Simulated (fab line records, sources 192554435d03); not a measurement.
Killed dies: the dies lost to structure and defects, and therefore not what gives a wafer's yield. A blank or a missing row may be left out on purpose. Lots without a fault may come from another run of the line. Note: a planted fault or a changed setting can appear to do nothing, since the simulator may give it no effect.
Matching of chambers	flow n5-finfet	N5_BEOL_M6_ETCH_66 on rie-diel-04 has 4 sister chambers
The step etches SOC in N2/H2, target depth 80 nm, overetch 16 nm, time 120 s. 4 wafers are shown with their chamber, then 10 later ones without.

## WAFERS PAIRED WITH THEIR CHAMBERS
wafer	chamber	drypump-motor-current-A (A)
L083.6	3	5.7
L085.2	0	6.2
L090.1	2	6.4
L090.4	1	5.4

## WAFERS WHOSE CHAMBER IS MISSING
wafer	drypump-motor-current-A (A)
L090.6	5.4
L092.2	5.4
L092.4	5.7
L092.6	6.4
L095.1	6.2
L095.2	5.6
L095.4	6.4
L097.2	5.4
L097.3	6.4
L097.6	5.4

## THE CHAMBER EACH PASSED THROUGH
wafer	from the rows above	in truth
L090.6	1	1
L092.2	1	1
L092.4	3	3
L092.6	2	2
L095.1	0	0
L095.2	3	3
L095.4	2	2
L097.2	1	1
L097.3	2	2
L097.6	1	1
10 of 10 placed correctly. Number that these rows cannot place: 0. Placed wrongly: 0.
How it was worked out, from the rows above alone: a wafer's distance from a chamber is the root of the sum, over the readings, of the square of ((its reading less the chamber's mean) divided by the reading's scatter). The wafer belongs to the nearest chamber; if the next one is less than 2 further off, it can't be placed. For every chamber, the mean is computed from those of its wafers that are shown. The scatter: root of mean squared gap, hidden wafer to nearest shown wafer, with one shown wafer a chamber.
